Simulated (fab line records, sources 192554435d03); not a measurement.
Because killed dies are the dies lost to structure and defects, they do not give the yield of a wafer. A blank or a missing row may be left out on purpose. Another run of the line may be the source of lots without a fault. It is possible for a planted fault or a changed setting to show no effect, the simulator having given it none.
Code-filled problem report in 8D (eight disciplines) form    flow n5_finfet    the parts of the form that need people (team, actions taken, sign-off) are left out

## 1. THE PROBLEM
Mean of barrier_field_endpoint_s at N5_BEOL_M5_CMP_52: 19.8 s across 4 wafers in 3 lots; on wafers with no fault it is 24.5 s (standard deviation 0.53). That puts it -9.0 standard deviations away from the usual mean.
The step: polishes, stops on SiCOH lowk, t overpolish 6.9 s, target thk 62 nm.
Seen first at day 12 09:19 on cmp-03, wafer L129.5. The record holds 31 wafers of 11 lots with a number at this step. By rule, "out" or "out of limits" means more than 4 standard deviations away from the usual mean. The rest of the wafers with a number are treated as sound.

## 2. WHAT IT IS; WHAT IT IS NOT
question                     is                              is not
which readings at this step  barrier_field_endpoint_s        clearing_platen_down_force_psi, head_pressure_psi, motor_current_A
which lots                   L128, L129, L134                L121, L122, L124, L135, L137, L138, L139, L140
which wafers of those lots   L128.3, L128.5, L129.5, L134.3  L129.1, L129.2, L134.2
read on which tools          cmp-02, cmp-03, cmp-04          -
when                         from day 12 09:19               up to then (11 sound wafers); but 16 sound wafers of L134, L135, L137, L138, L139, L140 came after

## 3. SUSPECTS, AND WHAT RULES EACH OUT
Counting: if a tool at a process step up to the reading ran every lot that is out, it stays a suspect. Sound lots after the first of them don't rule it out here, since some wafers of a struck lot are sound.
- pecvd-01 at N5_BEOL_M5_PECVD_70 (deposits SiO2 from TEOS/O2, target thk 16 nm, time 18 s): kept. It ran every lot that is out, first L129 (day 12 00:17); its last sound lot up to then is L122 (day 9 11:50).
Remaining after the count: pecvd-01 at N5_BEOL_M5_PECVD_70.

## 4. THE CAUSE (what the simulator had put in)
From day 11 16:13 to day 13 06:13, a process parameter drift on pecvd-01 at N5_BEOL_M5_PECVD_70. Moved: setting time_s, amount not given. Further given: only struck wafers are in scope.
The count eliminated every tool but this one.

## 5. SEQUENCE OF EFFECTS, ordered by route
Rows list readings where the struck wafers' mean (over those with a number) sits beyond 3 standard deviations from the usual. Only readings for which the record gives a usual standard deviation are gone through. hours: the time from each lot's start at the first step in this table that gives one to its start at this step, as a median over the lots. sigmas: the change in usual standard deviations.
hours  step               reading                   usual   on struck wafers  change  sigmas
0      N5_BEOL_M5_CMP_52  barrier_field_endpoint_s  24.5 s  19.8              -4.8    -9.0
Process steps it contains:
- N5_BEOL_M5_CMP_52: polishes, stops on SiCOH lowk, t overpolish 6.9 s, target thk 62 nm.
Later measuring or inspecting steps at which every struck wafer that the step has a row for has a number for every such reading, and none has moved that far: N5_BEOL_M5_THK_MEAS_53, N5_BEOL_M5_RS_MEAS_57.

## 6. HOW IT WOULD HAVE BEEN CAUGHT EARLIER
In this record no reading fell out of limits until day 12 09:19, 17 hours after the fault had begun at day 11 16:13.
Of the tool readings at N5_BEOL_M5_PECVD_70 for which the record gives a usual standard deviation, none was out on any struck wafer, so an alarm limit of 4 standard deviations on them would not have fired.
Among the 3 lots that are out, L134 began N5_BEOL_M5_PECVD_70 on pecvd-01 after day 12 09:19. A tool hold placed at that time would have kept it from harm.
